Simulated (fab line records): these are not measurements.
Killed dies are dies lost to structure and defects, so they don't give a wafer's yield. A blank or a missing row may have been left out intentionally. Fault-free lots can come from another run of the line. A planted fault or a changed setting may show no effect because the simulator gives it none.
fab line records    flow nandHarc
[record] lots = 14  wafers = 42  lastDay = 25
route steps=1159 shown A_CONTACT@843 A_BONDPAD@1078 END@1159
lots with no fault: from the same line, run without faults
startH: hours from the record's opening day to when the first of the lot's shown wafers began    waitH: time in hours since the lot's previous step    " as in the row above    L1.1+2: a row that stands for several wafers    - no value, or no start given    * or withheld: withheld    < > ~ a bound
route shown NAME@n: NAME is a module with steps in the file, n the number in the route of the first one    usual: mean and standard deviation over wafers with no fault    same: alike in all rows    chamber/n: place in a boat    sites: per-site readings    _std_site: their standard deviation    _edge_site: inner sites' mean taken away from outer sites' mean    radiusMm: how far each site lies from the wafer's centre    mask NAME#n: copy n    behind: the most recent tool/chamber to have shaped the wafer    hold: reason for holding the lot/hours on hold/outcome of the hold    device: the transistor (n, p or np) that didn't switch    end of line: tests run on the same wafers once the route is complete    for a step that has no rows: nothing shown but its recipe    killed: dies lost to structure and defects at the first sort, not the wafer's yield    map: a wafer's dies, x killed, . not, _ none there
set.NAME: the setting as run; set.NAME@STEP: as run at that earlier step    model.NAME: the simulator's own value behind a step, which no gauge read
the route's steps for a sample of lots (tables are steps, rows are wafers)
services: from which hour (startH, from the record's first day; less than 0 if before it) a tool's chamber was out of use, for how many hours, and why
[[steps]]
[step NHARC_A_CONTACT_DEP_29]
[recipe] targetThkA = 700  targetThkNm = 70  tempC = 400  pressureTorr = 3.5  flowSccm = 200  rfW = 350  material = SiON
[usual] heaterPowerW = 797/120
lot.wafer  tool      chamber  startH  waitH  heaterPowerW
L745.2     pecvd-04  2        363.97  1.5    854
L745.4     "         2        "       "      696
L745.5     "         0        "       "      855
L744.2     pecvd-02  1        370.04  1.5    898
L744.5     "         0        "       "      854
L744.4     "         2        "       "      699
L747.1     pecvd-01  0        380.66  1.9    887
L747.4     "         1        "       "      672
L747.6     "         2        "       "      729
L746.1     pecvd-01  2        382.48  1.8    720
L746.2     "         0        "       "      936
L746.5     "         0        "       "      943
L748.1     pecvd-04  1        389.74  1.9    928
L748.3     "         2        "       "      732
L748.5     "         2        "       "      742
L750.3     pecvd-04  0        395.83  1.1    782
L750.5     "         1        "       "      928
L750.4     "         2        "       "      743
L749.5     pecvd-01  0        396.05  0.5    1020
L749.4     "         1        "       "      627
L749.6     "         2        "       "      784
L752.2     pecvd-01  2        413.56  1.5    743
L752.3     "         1        "       "      666
L752.5     "         2        "       "      746
L751.2     pecvd-02  1        421.79  1.5    816
L751.3     "         2        "       "      661
L751.5     "         2        "       "      664
L758.2     pecvd-01  1        435.86  1.5    572
L758.1     "         0        "       "      1087
L758.4     "         0        "       "      1060
L760.3     pecvd-01  2        448.03  1.2    683
L760.2     "         0        "       "      1024
L760.4     "         2        "       "      704
L759.2     pecvd-01  0        457.06  1.5    898
L759.1     "         1        "       "      628
L759.5     "         0        "       "      909
L761.1     pecvd-01  0        469.83  1.9    994
L761.2     "         1        "       "      607
L761.6     "         0        "       "      980
L767.3     pecvd-04  1        513.35  1.2    823
L767.4     "         0        "       "      782
L767.6     "         2        "       "      719
[step NHARC_A_BONDPAD_CD_MEAS_13]
[usual] cdNm = 499.6/2.1
lot.wafer  tool      chamber  startH  waitH  cdNm
L745.2     cdSem-01  -        404.45  -      498.7
L745.4     "         -        "       "      503.7
L745.5     "         -        "       "      501.9
L744.2     cdSem-01  -        413.99  -      499.7
L744.4     "         -        "       "      501.3
L744.5     "         -        "       "      499.1
L747.1     cdSem-03  -        422.44  -      501.5
L747.4     "         -        "       "      504.0
L747.6     "         -        "       "      501.6
L746.1     cdSem-01  -        428.09  -      501.9
L746.2     "         -        "       "      495.4
L746.5     "         -        "       "      496.4
L748.1     cdSem-03  -        431.24  -      500.0
L748.3     "         -        "       "      496.1
L748.5     "         -        "       "      499.3
L750.3     cdSem-01  -        436.02  -      499.3
L750.4     "         -        "       "      501.8
L750.5     "         -        "       "      502.8
L749.4     cdSem-01  -        436.39  -      500.7
L749.5     "         -        "       "      500.9
L749.6     "         -        "       "      497.5
L752.2     cdSem-01  -        453.35  -      499.3
L752.3     "         -        "       "      497.8
L752.5     "         -        "       "      501.9
L751.2     cdSem-02  -        459.98  -      500.2
L751.3     "         -        "       "      501.8
L751.5     "         -        "       "      498.8
L758.1     cdSem-01  -        471.07  -      499.0
L758.2     "         -        "       "      498.0
L758.4     "         -        "       "      503.4
L760.2     cdSem-03  -        487.94  -      494.7
L760.3     "         -        "       "      496.4
L760.4     "         -        "       "      497.4
L759.1     cdSem-02  -        491.48  -      501.2
L759.2     "         -        "       "      497.5
L759.5     "         -        "       "      501.5
L761.1     cdSem-03  -        513.65  -      494.6
L761.2     "         -        "       "      499.6
L761.6     "         -        "       "      499.0
L767.3     cdSem-03  -        551.73  -      500.7
L767.4     "         -        "       "      500.7
L767.6     "         -        "       "      502.2
[step NHARC_A_BONDPAD_PVD_17]
[recipe] targetThkA = 50  biasV = 168.6  powerW = 15000  chamberPressurePa = 0.12  timeS = 8.06  substrateTempC = 50  material = TaN
[usual] biasV = 168.5/1.7  throttleValvePct = 29.2/1.3
lot.wafer  tool           chamber  startH  waitH  biasV  throttleValvePct
L745.2     pvdSputter-03  -        -       -      167.8  26.1
L745.4     "              -        "       "      168.3  30.4
L745.5     "              -        "       "      166.2  30.2
L744.2     pvdSputter-01  -        -       -      168.2  28.7
L744.4     "              -        "       "      167.4  30.2
L744.5     "              -        "       "      167.0  29.0
L747.4     pvdSputter-02  -        -       -      168.1  28.5
L747.1     "              -        "       "      169.0  30.4
L747.6     "              -        "       "      168.8  28.9
L746.1     pvdSputter-02  -        -       -      168.4  30.5
L746.2     "              -        "       "      170.8  28.4
L746.5     "              -        "       "      167.3  28.7
L748.1     pvdSputter-01  -        -       -      165.8  29.7
L748.3     "              -        "       "      173.1  30.1
L748.5     "              -        "       "      167.4  29.8
L750.3     pvdSputter-02  -        -       -      171.2  28.5
L750.4     "              -        "       "      168.0  30.5
L750.5     "              -        "       "      170.7  28.7
L749.4     pvdSputter-01  -        -       -      169.3  29.8
L749.5     "              -        "       "      170.8  28.9
L749.6     "              -        "       "      166.1  28.4
L752.3     pvdSputter-02  -        -       -      169.7  28.8
L752.2     "              -        "       "      171.4  28.3
L752.5     "              -        "       "      167.1  28.8
L751.2     pvdSputter-01  -        -       -      169.6  28.8
L751.3     "              -        "       "      168.9  29.9
L751.5     "              -        "       "      167.7  28.9
L758.1     pvdSputter-02  -        -       -      171.3  28.6
L758.4     "              -        "       "      167.8  28.2
L758.2     "              -        "       "      171.6  30.3
L760.4     pvdSputter-03  -        -       -      170.2  26.1
L760.3     "              -        "       "      168.8  30.5
L760.2     "              -        "       "      168.7  32.2
L759.1     pvdSputter-02  -        -       -      169.3  28.5
L759.2     "              -        "       "      169.7  30.2
L759.5     "              -        "       "      166.4  28.7
L761.1     pvdSputter-03  -        -       -      168.8  25.6
L761.2     "              -        "       "      169.7  29.5
L761.6     "              -        "       "      164.7  30.4
L767.4     pvdSputter-02  -        -       -      169.6  29.0
L767.3     "              -        "       "      167.8  28.4
L767.6     "              -        "       "      167.0  28.9
[step NHARC_A_BONDPAD_PVD_27]
[recipe] targetThkA = 300  chamberPressurePa = 5  powerW = 5000  substrateTempC = 30  timeS = 20.49  material = Cu
[usual] throttleValvePct = 29.2/1.2
lot.wafer  tool           chamber  startH  waitH  throttleValvePct
L745.4     pvdSputter-03  -        -       -      30.3
L745.2     "              -        "       "      30.0
L745.5     "              -        "       "      30.4
L744.4     pvdSputter-01  -        -       -      30.1
L744.2     "              -        "       "      29.8
L744.5     "              -        "       "      28.7
L747.4     pvdSputter-02  -        -       -      29.0
L747.1     "              -        "       "      28.5
L747.6     "              -        "       "      28.6
L746.1     pvdSputter-02  -        -       -      28.5
L746.2     "              -        "       "      28.5
L746.5     "              -        "       "      27.9
L748.3     pvdSputter-01  -        -       -      28.5
L748.1     "              -        "       "      29.5
L748.5     "              -        "       "      29.0
L750.3     pvdSputter-02  -        -       -      28.3
L750.4     "              -        "       "      28.9
L750.5     "              -        "       "      28.5
L749.4     pvdSputter-01  -        -       -      29.1
L749.5     "              -        "       "      29.9
L749.6     "              -        "       "      29.1
L752.2     pvdSputter-02  -        -       -      28.8
L752.3     "              -        "       "      28.5
L752.5     "              -        "       "      28.7
L751.2     pvdSputter-01  -        -       -      30.1
L751.3     "              -        "       "      28.9
L751.5     "              -        "       "      29.8
L758.4     pvdSputter-02  -        -       -      28.3
L758.1     "              -        "       "      30.3
L758.2     "              -        "       "      28.8
L760.3     pvdSputter-03  -        -       -      29.6
L760.2     "              -        "       "      25.9
L760.4     "              -        "       "      32.2
L759.2     pvdSputter-02  -        -       -      28.9
L759.1     "              -        "       "      28.6
L759.5     "              -        "       "      28.7
L761.2     pvdSputter-03  -        -       -      29.9
L761.1     "              -        "       "      26.0
L761.6     "              -        "       "      32.2
L767.3     pvdSputter-02  -        -       -      28.7
L767.4     "              -        "       "      28.4
L767.6     "              -        "       "      28.7
[step NHARC_END_SORT_01]
[recipe] tempC = 25
[usual] killedAtArray = 27/10  killedAtOther = 0.6/0.83  killedAtPeriphery = 2.4/1.8  killedDies = 30/10  killedOpen = 3.3/1.7  killedShort = 1.8/1.4
[same] grossDies = 677
lot.wafer  tool       chamber  startH  waitH  killedAtArray  killedAtOther  killedAtPeriphery  killedDies  killedOpen  killedShort
L759.1     prober-02  0        522.14  2.5    131            0              4                  135         3           2
L759.2     prober-02  0        522.94  2.8    81             0              3                  84          3           2
L759.5     prober-02  0        525.36  3.7    139            0              3                  142         1           2
L760.2     prober-01  0        522.95  2.8    101            0              0                  101         1           2
L760.3     prober-01  0        523.75  3.1    140            0              0                  140         3           5
L760.4     prober-01  0        524.55  3.4    85             1              0                  86          2           3
L761.1     prober-01  0        543.94  2.5    80             0              1                  81          2           0
L761.2     prober-01  0        544.74  2.8    213            2              2                  217         5           1
L761.6     prober-01  0        547.94  4.0    76             1              3                  80          3           4
// killed by level:class
L759.1 A_CONTACT:areaDep=105 A_CHANNEL_HOLE_D1:chamberFilmFlake=22 A_M0:geometricParticle:open=2 P_STI:geometricParticle:short=1 P_M0:geometricParticle:short=1 P_M1:geometricParticle:open=1 P_STI:chamberFilmFlake=1 A_CONTACT:chamberFilmFlake=1
L759.2 A_CONTACT:areaDep=52 A_CHANNEL_HOLE_D1:chamberFilmFlake=21 A_SLIT:chamberFilmFlake=2 A_CONTACT:chamberFilmFlake=2 P_GATE:geometricParticle:open=1 P_M0:geometricParticle:short=1 A_SOURCE_PLATE:geometricParticle:open=1 A_SGD_CUT:geometricParticle:short=1
L760.2 A_CONTACT:areaDep=62 A_SLIT:chamberFilmFlake=16 A_CHANNEL_HOLE_D1:chamberFilmFlake=6 A_STAIRCASE:chamberFilmFlake=5 A_SGD_CUT:chamberFilmFlake=3 A_CONTACT:chamberFilmFlake=3 A_ZERO_WELL:chamberFilmFlake=2 A_SLIT:geometricParticle:short=1
L760.3 A_CONTACT:areaDep=103 A_SLIT:chamberFilmFlake=12 A_SGD_CUT:chamberFilmFlake=5 A_CONTACT:chamberFilmFlake=5 A_CHANNEL_HOLE_D1:chamberFilmFlake=4 A_CONTACT:geometricParticle:open=2 A_ZERO_WELL:chamberFilmFlake=2 A_ONON_D1:geometricParticle:short=1
L760.4 A_CONTACT:areaDep=50 A_SLIT:chamberFilmFlake=19 A_STAIRCASE:chamberFilmFlake=7 A_CHANNEL_HOLE_D1:chamberFilmFlake=2 A_SGD_CUT:chamberFilmFlake=2 A_ONON_D1:geometricParticle:short=1 A_WL_FILL:geometricParticle:short=1 A_WL_FILL:geometricParticle:open=1
L759.5 A_CONTACT:areaDep=113 A_CHANNEL_HOLE_D1:chamberFilmFlake=20 A_STAIRCASE:chamberFilmFlake=2 A_CONTACT:chamberFilmFlake=2 P_M1:geometricParticle:open=1 A_CHANNEL_FILL_D1:geometricParticle:short=1 A_SGD_CUT:geometricParticle:short=1 P_STI:chamberFilmFlake=1
L761.1 A_CONTACT:areaDep=60 A_CHANNEL_HOLE_D1:chamberFilmFlake=9 A_STAIRCASE:chamberFilmFlake=4 A_BLC:chamberFilmFlake=4 P_M1:geometricParticle:open=1 A_CONTACT:geometricParticle:open=1 A_CHANNEL_FILL_D1:chamberFilmFlake=1 A_CONTACT:chamberFilmFlake=1
L761.2 A_CONTACT:areaDep=197 A_CHANNEL_HOLE_D1:chamberFilmFlake=3 A_STAIRCASE:chamberFilmFlake=3 A_CONTACT:chamberFilmFlake=3 A_BLC:chamberFilmFlake=2 THIN_TSV:chamberFilmFlake=2 P_CONTACT:geometricParticle:open=1 A_SOURCE_PLATE:geometricParticle:open=1
L761.6 A_CONTACT:areaDep=55 A_CHANNEL_HOLE_D1:chamberFilmFlake=6 A_BLC:chamberFilmFlake=5 A_STAIRCASE:chamberFilmFlake=4 A_CHANNEL_HOLE_D1:geometricParticle:short=2 P_M0:geometricParticle:open=1 A_ONON_D1:geometricParticle:short=1 A_CHANNEL_FILL_D1:geometricParticle:short=1
[[services]]
tool           chamber  startH  hours  kind
pecvd-04       -        376.00  13.0   pm
pecvd-04       0        376.00  13.0   ventCycle
pecvd-04       1        376.00  13.0   ventCycle
pecvd-04       2        376.00  13.0   ventCycle
pvdSputter-02  -        392.00  10.0   pm
pecvd-01       -        418.31  13.0   pm
pecvd-01       0        418.31  13.0   ventCycle
pecvd-01       1        418.31  13.0   ventCycle
pecvd-01       2        418.31  13.0   ventCycle
pvdSputter-03  -        421.89  1.1    repair
pecvd-01       0        431.31  -      clean
pecvd-01       1        431.31  -      clean
pecvd-01       2        431.31  -      clean
pecvd-01       2        448.75  27.5   repair
pecvd-01       -        465.07  0.5    repair
pvdSputter-03  -        466.54  10.0   pm
pecvd-01       1        472.46  1.8    repair
pvdSputter-01  -        477.52  1.4    repair
pecvd-02       -        485.88  0.7    repair
pvdSputter-01  -        514.00  10.0   pm
pecvd-02       -        515.19  13.0   pm
pecvd-04       -        529.45  0.6    repair
pecvd-04       2        544.36  17.1   repair
pvdSputter-02  -        550.83  0.5    repair
[[key]]
[firstSign] step = NHARC_END_SORT_01  reading = killedAtArray  direction = up  sigmas = 8.7  usual = 27  struck = 116
[effect] step = NHARC_END_SORT_01  reading = killedDies  direction = up  sigmas = 8.6  usual = 30  struck = 118
[moreKillsBornAt] NHARC_A_CONTACT_DEP_29@pecvd-01 = 797
metAt NHARC_A_CONTACT_DEP_29
struckLots L759,L760,L761
testerLeftOut L759,L760,L761
notActingAt NHARC_A_BONDPAD_CD_MEAS_13,NHARC_A_BONDPAD_PVD_17,NHARC_A_BONDPAD_PVD_27
onsetBetween 435.86 448.03
[fault] kind = processParameterDrift  tool = pecvd-01  chamber = -  onsetH = 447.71  steps = NHARC_A_CONTACT_DEP_29  channel = flowSccm  offset = *  shape = step  endH = 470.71  actsIn = *  stated = *
// testerLeftOut: of these lots the tester's yield and bins aren't shown, on N5 and GAA mostly nor the transistor test; their killed dies are dies lost to structure and defects alone, not to doping, threshold or leakage, so they don't give the yield
